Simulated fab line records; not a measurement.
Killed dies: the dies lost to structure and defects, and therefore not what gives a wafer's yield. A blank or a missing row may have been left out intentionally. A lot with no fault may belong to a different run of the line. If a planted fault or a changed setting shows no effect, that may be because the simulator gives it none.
Split-lot trial -- flow n5-finfet -- 21 wafers read from 7 lots, route of 1938 steps

## THE SPLIT ITSELF
At N5_BEOL_M3_ETCH_64 (etches SOC in N2/H2, target depth 75 nm, overetch 15 nm, time 112.5 s), the setting time-s was moved away from the recipe's 112.5 s on 9 of the 21 wafers read, by -17.5% to +16.6%. The other wafers ran this setting at the recipe's value.

The reading is taken at the split's own step.

## THE READING
SiARC_of_BEOL_M3_COAT_62.thk-nm (the simulator's own value, which no gauge read), in nm, at N5_BEOL_M3_ETCH_64 (etches SOC in N2/H2, target depth 75 nm, overetch 15 nm, time 112.5 s). The file does not state a usual value for it. Across the 12 wafers here that went through the recipe, the average is 6.8 nm and the standard deviation 0.16 nm.

wafer,"tool, chamber at the split","time-s as run, s",against the recipe,"SiARC_of_BEOL_M3_COAT_62.thk-nm, nm",against lot-mates on the recipe
L075.1,"rie-diel-06, 2,3",112.5,recipe,7,-
L075.3,"rie-diel-06, 2,3",112.5,recipe,7,-
L075.6,"rie-diel-06, 2",112.5,recipe,6.8,-
L079.2,"rie-diel-05, 2",112.5,recipe,6.8,-
L079.3,"rie-diel-05, 0",92.78,-17.5%,7.8,+1.1
L079.5,"rie-diel-05, 1",112.5,recipe,6.6,-
L082.1,"rie-diel-03, 1,0",112.5,recipe,6.6,-
L082.2,"rie-diel-03, 1,0",112.5,recipe,6.6,-
L082.5,"rie-diel-03, 3",112.5,recipe,7,-
L083.2,"rie-diel-05, 1",119.4,+6.1%,6.2,-0.6
L083.3,"rie-diel-05, 3",112.5,recipe,6.8,-
L083.4,"rie-diel-05, 2",119.4,+6.1%,6.4,-0.4
L086.2,"rie-diel-03, 0",123.8,+10.0%,6,-1.0
L086.5,"rie-diel-03, 0",123.8,+10.0%,6,-1.0
L086.6,"rie-diel-03, 3",112.5,recipe,7,-
L092.2,"rie-diel-03, 2",131.2,+16.6%,5.8,no lot-mate on the recipe
L092.6,"rie-diel-03, 2",131.2,+16.6%,5.8,no lot-mate on the recipe
L092.5,"rie-diel-03, 1",131.2,+16.6%,6,no lot-mate on the recipe
L097.2,"rie-diel-05, 3",112.5,recipe,6.8,-
L097.4,"rie-diel-05, 2",131.1,+16.5%,6,-0.7
L097.5,"rie-diel-05, 1",112.5,recipe,6.6,-
When a row names more than one chamber, that row covers several wafers, and the file does not tell which wafer ran in which chamber.

THE FIT
A straight line over all 21 wafers: SiARC_of_BEOL_M3_COAT_62.thk-nm changes by -0.0578 nm for each +1% of time-s; r = -0.95; the points scatter about the line by 0.17 nm.
The same after taking each lot's own level away (the mean of its wafers on the recipe; 18 wafers): -0.0654 nm for each +1%; r = -0.93; scatter 0.19 nm.
Per that fit: largest time-s move, reading shift of 1.1 nm.
The span of the lots' own levels, 6.70 to 7.00 nm, comes to 1.8 times the standard deviation stated above.
So the slope is not independent of the lot-to-lot level: the two fits are not the same.
Check: for one of the wafers moved furthest among these (-17.5%), held out of the fit, the line's prediction against its lot-mates is +1.13 nm. It came out at +1.1 nm against them.

## FURTHER SPLITS ON THESE WAFERS
Note: prior to the reading, these wafers also went through further splits. Each is held against what the fit with the lots' levels taken away leaves over:
other split on the same wafers,wafers away from the commonest value,r with SiARC_of_BEOL_M3_COAT_62.thk-nm (lot level and that fit taken away)
N5_BEOL_M2_ILD_DEP_00 time-s,5,+0.01
N5_BEOL_M2_EXPOSE_08 dose-mj,11,+0.33
N5_BEOL_M3_ILD_DEP_00 time-s,6,-0.09

## FILE'S OWN FIT
SiARC_of_BEOL_M3_COAT_62.thk-nm changes by -0.0611 nm for each +1% of time-s, r = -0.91.
